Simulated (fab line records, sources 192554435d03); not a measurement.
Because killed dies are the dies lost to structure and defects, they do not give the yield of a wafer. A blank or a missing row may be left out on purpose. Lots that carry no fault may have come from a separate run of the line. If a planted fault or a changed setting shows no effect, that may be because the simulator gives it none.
Problem report in the 8D (eight disciplines) form, filled by code + flow n5-finfet + the parts of the form that need people (team, actions taken, sign-off) are left out

== 1. WHAT IS WRONG ==
At N5_PASSIVATION_PROBE_49, killed-at-other averages 438 over 6 wafers from 2 lots, while fault-free wafers read 4, standard deviation 3.3. That is +99 or more standard deviations from the usual mean.
Earliest sighting: wafer L949.2 on prober-01 at day 16 22:40. Wafers with a number at this step in the record: 6, from 2 lots. By rule, "out" or "out of limits" means more than 4 standard deviations away from the usual mean. All remaining wafers that have a number are taken as sound.

== 2. WHAT THIS IS AND IS NOT ==
| question                    | is                                                                              | is not                                                                                                                      |
|-----------------------------|---------------------------------------------------------------------------------|-----------------------------------------------------------------------------------------------------------------------------|
| which readings at this step | killed-at-other, defect-limited-yield, killed-dies, sort-n-pass, sort-yield-pct | killed_at_M0_to_M3, killed_at_M4_up, killed-at-front-end, killed-open, killed-short, sort_bin_5_function, sort_bin_6_memory |
| which lots                  | L949, L950                                                                      | -                                                                                                                           |
| which wafers of those lots  | all that have a number                                                          | -                                                                                                                           |
| read on which tools         | prober-01, prober-02                                                            | -                                                                                                                           |
| when                        | from day 16 22:40                                                               | up to then (0 sound wafers)                                                                                                 |

== 3. WHAT RULES OUT EACH SUSPECT ==
Counting: a tool stays on the suspect list if, at a process step up to the reading, it processed all lots that are out and no sound lot following the first of them.
- pvd-sputter-01 at N5_MIM_BOT_SPUTTER_00 (material TiN, target thk 35 nm, time 89.7 s): kept. It ran every lot that is out, first L949 (day 16 07:56), and no sound lot after that.
The count leaves pvd-sputter-01 at N5_MIM_BOT_SPUTTER_00.

== 4. THE CAUSE (what the simulator had put in) ==
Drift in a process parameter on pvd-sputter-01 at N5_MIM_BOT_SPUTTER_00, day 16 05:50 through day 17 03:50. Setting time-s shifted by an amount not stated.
Only this tool survived the counting.

== 5. THE CHAIN OF EFFECTS, in route order ==
One row per reading whose mean, taken over the struck wafers that have a number, lies over 3 standard deviations from the usual. Only readings for which the record gives a usual standard deviation are gone through. hours: the time from each lot's start at the first step in this table that gives one to its start at this step, as a median over the lots. sigmas: the change in usual standard deviations.
| hours | step                    | reading              | usual  | on struck wafers | change | sigmas      |
|-------|-------------------------|----------------------|--------|------------------|--------|-------------|
| 0     | N5_PASSIVATION_PROBE_49 | defect-limited-yield | 91.3 % | 54.6             | -36.7  | -24         |
| 0     | N5_PASSIVATION_PROBE_49 | killed-at-other      | 4      | 438              | +434   | +99 or more |
| 0     | N5_PASSIVATION_PROBE_49 | killed-dies          | 102    | 536              | +434   | +24         |
| 0     | N5_PASSIVATION_PROBE_49 | sort-n-pass          | 1077   | 644              | -432   | -23         |
| 0     | N5_PASSIVATION_PROBE_49 | sort-yield-pct       | 91.3 % | 54.6             | -36.7  | -23         |
Its process steps:
- N5_PASSIVATION_PROBE_49

== 6. HOW IT WOULD HAVE BEEN CAUGHT EARLIER ==
In this record the first reading out of limits was taken at day 16 22:40, 17 hours after the fault began at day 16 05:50.
Tool readings at N5_MIM_BOT_SPUTTER_00 with a usual standard deviation given in the record: none out on any struck wafer, hence no alarm at a limit of 4 standard deviations on them.
By day 16 22:40 the whole set of lots that are out, 2 in number, had already begun N5_MIM_BOT_SPUTTER_00 on pvd-sputter-01. Had the tool been put on hold then, not one of them would have been saved.
